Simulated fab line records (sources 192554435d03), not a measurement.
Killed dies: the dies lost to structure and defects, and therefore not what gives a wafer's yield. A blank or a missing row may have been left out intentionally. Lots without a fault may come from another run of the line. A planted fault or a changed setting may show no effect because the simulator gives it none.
Split-lot trial || flow n5_finfet || on a route of 1938 steps: 7 lots, 21 wafers read

SPLIT DETAILS
At N5_MOL_CONTACT_COAG_ALD_131 (deposits SiO2, target thk 5 nm, pulse time 1 s, co reactant pulse time 1 s), the setting ald_cycles was moved away from the recipe's 35 on 9 of the 21 wafers read, by -11.4% to +11.4%. This setting was run at the recipe's value on the other wafers.

Reading taken at the split's own step.

THE READING
SiO2_of_MOL_CONTACT_COAG_ALD_131.thk_nm (the simulator's own value, which no gauge read), in nm, at N5_MOL_CONTACT_COAG_ALD_131 (deposits SiO2, target thk 5 nm, pulse time 1 s, co reactant pulse time 1 s). There is no usual value for it anywhere in the file.

{"wafer": "L076.3", "tool, chamber at the split": "ald_sin-02, 0", "ald_cycles as run": 35, "against the recipe": "recipe", "SiO2_of_MOL_CONTACT_COAG_ALD_131.thk_nm, nm": 5, "against lot-mates on the recipe": "-"}
{"wafer": "L076.4", "tool, chamber at the split": "ald_sin-02, 1,3", "ald_cycles as run": 31, "against the recipe": "-11.4%", "SiO2_of_MOL_CONTACT_COAG_ALD_131.thk_nm, nm": 4.4, "against lot-mates on the recipe": -0.6}
{"wafer": "L076.6", "tool, chamber at the split": "ald_sin-02, 1,3", "ald_cycles as run": 31, "against the recipe": "-11.4%", "SiO2_of_MOL_CONTACT_COAG_ALD_131.thk_nm, nm": 4.4, "against lot-mates on the recipe": -0.6}
{"wafer": "L080.1", "tool, chamber at the split": "ald_sin-03, 0", "ald_cycles as run": 35, "against the recipe": "recipe", "SiO2_of_MOL_CONTACT_COAG_ALD_131.thk_nm, nm": 5, "against lot-mates on the recipe": "-"}
{"wafer": "L080.5", "tool, chamber at the split": "ald_sin-03, 0", "ald_cycles as run": 35, "against the recipe": "recipe", "SiO2_of_MOL_CONTACT_COAG_ALD_131.thk_nm, nm": 5, "against lot-mates on the recipe": "-"}
{"wafer": "L080.3", "tool, chamber at the split": "ald_sin-03, 0", "ald_cycles as run": 38, "against the recipe": "+8.6%", "SiO2_of_MOL_CONTACT_COAG_ALD_131.thk_nm, nm": 5.4, "against lot-mates on the recipe": "+0.4"}
{"wafer": "L081.1", "tool, chamber at the split": "ald_sin-03, 3,0,1", "ald_cycles as run": 35, "against the recipe": "recipe", "SiO2_of_MOL_CONTACT_COAG_ALD_131.thk_nm, nm": 5, "against lot-mates on the recipe": "-"}
{"wafer": "L081.2", "tool, chamber at the split": "ald_sin-03, 3,0,1", "ald_cycles as run": 35, "against the recipe": "recipe", "SiO2_of_MOL_CONTACT_COAG_ALD_131.thk_nm, nm": 5, "against lot-mates on the recipe": "-"}
{"wafer": "L081.4", "tool, chamber at the split": "ald_sin-03, 3,0,1", "ald_cycles as run": 35, "against the recipe": "recipe", "SiO2_of_MOL_CONTACT_COAG_ALD_131.thk_nm, nm": 5, "against lot-mates on the recipe": "-"}
{"wafer": "L084.2", "tool, chamber at the split": "ald_sin-04, 1,3,0", "ald_cycles as run": 35, "against the recipe": "recipe", "SiO2_of_MOL_CONTACT_COAG_ALD_131.thk_nm, nm": 5, "against lot-mates on the recipe": "-"}
{"wafer": "L084.3", "tool, chamber at the split": "ald_sin-04, 1,3,0", "ald_cycles as run": 35, "against the recipe": "recipe", "SiO2_of_MOL_CONTACT_COAG_ALD_131.thk_nm, nm": 5, "against lot-mates on the recipe": "-"}
{"wafer": "L084.4", "tool, chamber at the split": "ald_sin-04, 1,3,0", "ald_cycles as run": 35, "against the recipe": "recipe", "SiO2_of_MOL_CONTACT_COAG_ALD_131.thk_nm, nm": 5, "against lot-mates on the recipe": "-"}
{"wafer": "L085.1", "tool, chamber at the split": "ald_sin-04, 1", "ald_cycles as run": 35, "against the recipe": "recipe", "SiO2_of_MOL_CONTACT_COAG_ALD_131.thk_nm, nm": 5, "against lot-mates on the recipe": "-"}
{"wafer": "L085.2", "tool, chamber at the split": "ald_sin-04, 0,2", "ald_cycles as run": 33, "against the recipe": "-5.7%", "SiO2_of_MOL_CONTACT_COAG_ALD_131.thk_nm, nm": 4.6, "against lot-mates on the recipe": -0.4}
{"wafer": "L085.4", "tool, chamber at the split": "ald_sin-04, 0,2", "ald_cycles as run": 33, "against the recipe": "-5.7%", "SiO2_of_MOL_CONTACT_COAG_ALD_131.thk_nm, nm": 4.6, "against lot-mates on the recipe": -0.4}
{"wafer": "L093.2", "tool, chamber at the split": "ald_sin-04, 3,0", "ald_cycles as run": 39, "against the recipe": "+11.4%", "SiO2_of_MOL_CONTACT_COAG_ALD_131.thk_nm, nm": 5.6, "against lot-mates on the recipe": "+0.6"}
{"wafer": "L093.5", "tool, chamber at the split": "ald_sin-04, 3,0", "ald_cycles as run": 39, "against the recipe": "+11.4%", "SiO2_of_MOL_CONTACT_COAG_ALD_131.thk_nm, nm": 5.6, "against lot-mates on the recipe": "+0.6"}
{"wafer": "L093.3", "tool, chamber at the split": "ald_sin-04, 2", "ald_cycles as run": 35, "against the recipe": "recipe", "SiO2_of_MOL_CONTACT_COAG_ALD_131.thk_nm, nm": 5, "against lot-mates on the recipe": "-"}
{"wafer": "L095.1", "tool, chamber at the split": "ald_sin-02, 0", "ald_cycles as run": 35, "against the recipe": "recipe", "SiO2_of_MOL_CONTACT_COAG_ALD_131.thk_nm, nm": 5, "against lot-mates on the recipe": "-"}
{"wafer": "L095.2", "tool, chamber at the split": "ald_sin-02, 2,1", "ald_cycles as run": 32, "against the recipe": "-8.6%", "SiO2_of_MOL_CONTACT_COAG_ALD_131.thk_nm, nm": 4.6, "against lot-mates on the recipe": -0.4}
{"wafer": "L095.5", "tool, chamber at the split": "ald_sin-02, 2,1", "ald_cycles as run": 32, "against the recipe": "-8.6%", "SiO2_of_MOL_CONTACT_COAG_ALD_131.thk_nm, nm": 4.6, "against lot-mates on the recipe": -0.4}
The file does not say which wafer passed through which chamber wherever a row lists several chambers: such a row stands for several wafers.

THE FIT
A straight line over all 21 wafers: SiO2_of_MOL_CONTACT_COAG_ALD_131.thk_nm changes by +0.0521 nm for each +1% of ald_cycles; r = +0.99; the points scatter about the line by 0.037 nm.
The same after taking each lot's own level away (the mean of its wafers on the recipe; 21 wafers): +0.0521 nm for each +1%; r = +0.99; scatter 0.037 nm.
The reading moves by 0.6 nm for the largest change in ald_cycles, on that fit.
The lots' own levels span 5.00 to 5.00 nm.
So the lot-to-lot level changes the slope little: the two slopes agree.
Check: -0.604 nm against its lot-mates is what the line predicts for one of the wafers moved furthest among these (-11.4%) when that wafer is left out of the fit. It came out at -0.6 nm against them.

OTHER SPLITS ON THESE WAFERS
Before the reading, these wafers also passed through other splits. Each is held against what the fit with the lots' levels taken away leaves over:
{"other split on the same wafers": "N5_HKMG_FIN_DEVELOP_48 develop_time_s", "wafers away from the commonest value": 4, "r with SiO2_of_MOL_CONTACT_COAG_ALD_131.thk_nm (lot level and that fit taken away)": -0.10}
{"other split on the same wafers": "N5_GATE_CUT_ETCH_58 time_s", "wafers away from the commonest value": 3, "r with SiO2_of_MOL_CONTACT_COAG_ALD_131.thk_nm (lot level and that fit taken away)": -0.27}
{"other split on the same wafers": "N5_GATE_CUT_CUT_ETCH_53 icp_w", "wafers away from the commonest value": 6, "r with SiO2_of_MOL_CONTACT_COAG_ALD_131.thk_nm (lot level and that fit taken away)": -0.33}
{"other split on the same wafers": "N5_GATE_CUT_CMP_23 down_force_psi", "wafers away from the commonest value": 8, "r with SiO2_of_MOL_CONTACT_COAG_ALD_131.thk_nm (lot level and that fit taken away)": -0.08}

FILE'S OWN FIT
SiO2_of_MOL_CONTACT_COAG_ALD_131.thk_nm changes by +0.0519 nm for each +1% of ald_cycles, r = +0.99.
